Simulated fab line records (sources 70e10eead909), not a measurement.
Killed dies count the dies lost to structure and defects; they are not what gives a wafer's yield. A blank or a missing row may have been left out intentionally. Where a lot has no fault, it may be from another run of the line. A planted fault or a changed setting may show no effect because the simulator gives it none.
Struck lot and sound lot, side by side	flow nand_harc	14 steps out of a route of 1302
Sound: wafers L935.3, L935.4, L935.5. Struck: wafer L926.5; the same lot's L926.6 was not struck, so it is left out; see the end for the cause.
Order at every step that has rows: each side's tool, ch and its chambers, its first start. Under that, the readings that differ: sound wafers	struck wafers	difference of the means	sigmas: that difference in standard deviations of wafers without a fault.
alike: a reading whose means differ by less than 2 such deviations, as well as words and numbers matching on both sides. not compared: withheld readings; readings where some wafer has no value; bounds like >300 that might hide an equal value; numbers whose values overlap and for which the record gives no deviation.
The two part at a step that has a row with sigmas, a row that says differs or no value, or rows on one side only. Non-overlapping numbers with no deviation appear without sigmas and do not part them. Lack of a reading on every wafer of one side parts them only where that side has two or more wafers.

first, 10 steps without rows for these wafers: NHARC_A_STAIRCASE_SRD_241; NHARC_A_STAIRCASE_DEHYDRATE_242 (time 120 s); NHARC_A_STAIRCASE_HMDS_243 (time 30 s); NHARC_A_STAIRCASE_COAT_244; NHARC_A_STAIRCASE_SOFTBAKE_245 (time 170 s); NHARC_A_STAIRCASE_EBR_246; NHARC_A_STAIRCASE_EXPOSE_247 (exposes mask SDS 1); NHARC_A_STAIRCASE_PEB_248 (peb time 130 s); NHARC_A_STAIRCASE_DEVELOP_249 (time 140 s); NHARC_A_STAIRCASE_HARDBAKE_251 (time 140 s).
NHARC_A_STAIRCASE_DESCUM_252: chemistry O2, time 3 s.
  sound on rie_diel-10 ch 2,3, day 24 15:14; struck on rie_diel-06 ch 3, day 21 03:01
  alike: drypump_motor_current_A, o2_flow_sccm, oes_product_au, rf_vpp_V, showerhead_plenum_p_Torr, throttle_valve_pct
  not compared: rf_hours_counter_h
NHARC_A_STAIRCASE_ETCH_253: etches the open film in C4F8/O2, target depth 50 nm, time 20.2 s.
  sound on rie_diel-10 ch 0,2,3, day 24 15:20; struck on rie_diel-06 ch 1, day 21 03:05
reading	sound	struck	difference	sigmas
oes_product_au (a.u.)	0.961 0.928 0.977	0.746	-0.209	-11
rf_vpp_V (V)	905 898 903	889	-13	-2
  not compared: rf_hours_counter_h
NHARC_A_STAIRCASE_STRIP_254: strips in O2.
  sound on plasma_asher-01 ch 0,1, day 24 15:31; struck on plasma_asher-01 ch 0, day 21 03:20
  alike: drypump_motor_current_A, heater_power_w
  not compared: rf_hours_counter_h
-- jump in the record: it breaks off in module A_STAIRCASE and resumes in module END (first step shown: number 1302 of the route), and 9 days separate the struck wafers' starts before and after --
NHARC_END_SORT_01:
  sound on prober-01 ch 0, day 32 20:19; struck on prober-01 ch 0, day 29 23:25
reading	sound	struck	difference	sigmas
killed_at_other	0 0 0	2	+2	+2
  alike: killed_at_array, killed_at_periphery, killed_dies, killed_open, killed_short

== WHERE THEY PART ==
First at NHARC_A_STAIRCASE_ETCH_253; last, within this record, at NHARC_END_SORT_01.

WHY: the cause the simulator had injected
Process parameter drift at NHARC_A_STAIRCASE_ETCH_253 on rie_diel-06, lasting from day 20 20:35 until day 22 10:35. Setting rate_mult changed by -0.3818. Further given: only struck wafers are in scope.
